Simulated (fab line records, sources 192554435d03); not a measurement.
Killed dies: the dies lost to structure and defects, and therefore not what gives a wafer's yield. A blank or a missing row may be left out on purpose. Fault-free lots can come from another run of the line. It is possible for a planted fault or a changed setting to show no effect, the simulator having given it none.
3 desks looking at one fault + flow n5Finfet + only its own numbers are on each desk; what lay behind them is given at the end

THE DEFECT DESK
What the inspections along the route counted, lot by lot: means of the sampled wafers that have a number. The brackets show how far a lot's mean lies from the usual mean; more than 4 standard deviations puts the lot out of limits, marked OUT.
Columns: A = rawDefectCount at N5_BEOL_M7_INSPECT_30, usual 413
| lot  | first seen here | A              |
|------|-----------------|----------------|
| L169 | day 8 17:43     | 379            |
| L170 | day 9 00:24     | 387            |
| L171 | day 9 17:00     | 448            |
| L175 | day 10 19:33    | 312            |
| L177 | day 11 04:50    | 322            |
| L180 | day 11 23:16    | 384            |
| L183 | day 13 03:08    | 806 (+4.7) OUT |
| L185 | day 13 18:07    | 344            |
| L186 | day 13 22:50    | 784 (+4.4) OUT |
| L189 | day 14 08:11    | 386            |
| L192 | day 15 22:19    | 369            |
This desk's verdict: out of limits on L183, L186, starting with L183 at day 13 03:08 (rawDefectCount at N5_BEOL_M7_INSPECT_30). L169, L170, L171, L175, L177, L180, L185, L189, L192: within limits.

THE TOOL OWNER'S DESK: rieMetal-03
The tool's own readings at N5_BEOL_M7_HM_OPEN_17 (chemistry Cl2/BCl3, target TiN, target depth 20 nm, overetch 6 nm): means of the sampled wafers that have a number, for each lot that ran on this tool. The brackets show how far a lot's mean lies from the usual mean; more than 4 standard deviations puts the lot out of limits, marked OUT.
Columns: A = drypumpMotorCurrentA at N5_BEOL_M7_HM_OPEN_17, usual 5.7 A; B = oesProductAu at N5_BEOL_M7_HM_OPEN_17, usual 0.68 a.u.; C = throttleValvePct at N5_BEOL_M7_HM_OPEN_17, usual 22.02 %
| lot  | first seen here | A   | B    | C     |
|------|-----------------|-----|------|-------|
| L169 | day 8 13:59     | 5.8 | 0.67 | 22.07 |
| L180 | day 11 20:46    | 5.8 | 0.65 | 22.05 |
| L183 | day 13 00:54    | 5.8 | 0.65 | 22.09 |
| L186 | day 13 21:37    | 5.8 | 0.65 | 22.11 |
This desk found nothing out of limits on any of the 4 lots.

AT THE METROLOGY DESK
What the gauges read for every lot (on any tool): the sampled wafers with a number, averaged. The brackets show how far a lot's mean lies from the usual mean; more than 4 standard deviations puts the lot out of limits, marked OUT.
Columns: A = cdNm at N5_BEOL_M7_CD_MEAS_11, usual 38.7 nm
| lot  | first seen here | A    |
|------|-----------------|------|
| L169 | day 8 13:25     | 38.5 |
| L170 | day 8 22:15     | 39.1 |
| L171 | day 9 15:55     | 38.8 |
| L175 | day 10 17:18    | 38.7 |
| L177 | day 11 01:29    | 37.4 |
| L180 | day 11 20:24    | 38.7 |
| L183 | day 13 00:29    | 38.9 |
| L185 | day 13 12:38    | 38.6 |
| L186 | day 13 21:15    | 39.1 |
| L189 | day 14 05:59    | 38.4 |
| L192 | day 15 19:20    | 38.3 |
This desk found nothing out of limits on any of the 11 lots.

PUT TOGETHER
The defect desk could have raised an alarm at day 13 03:08, on L183, L186.
Nothing out of limits was seen by the tool owner's desk.
The metrology desk saw nothing out of limits.
On record at the tool owner's desk: L183, L186, within its limits.
The metrology desk has L183, L186 on record, within its limits.
The lots listed all ran N5_BEOL_M7_HM_OPEN_17 on rieMetal-03.

WHAT WAS PUT IN BY THE SIMULATOR
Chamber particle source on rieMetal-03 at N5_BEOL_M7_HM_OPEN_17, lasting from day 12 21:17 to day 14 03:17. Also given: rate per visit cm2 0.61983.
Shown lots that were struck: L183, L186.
Hours from the fault's start to each desk's first reading out of limits: the defect desk, 6.
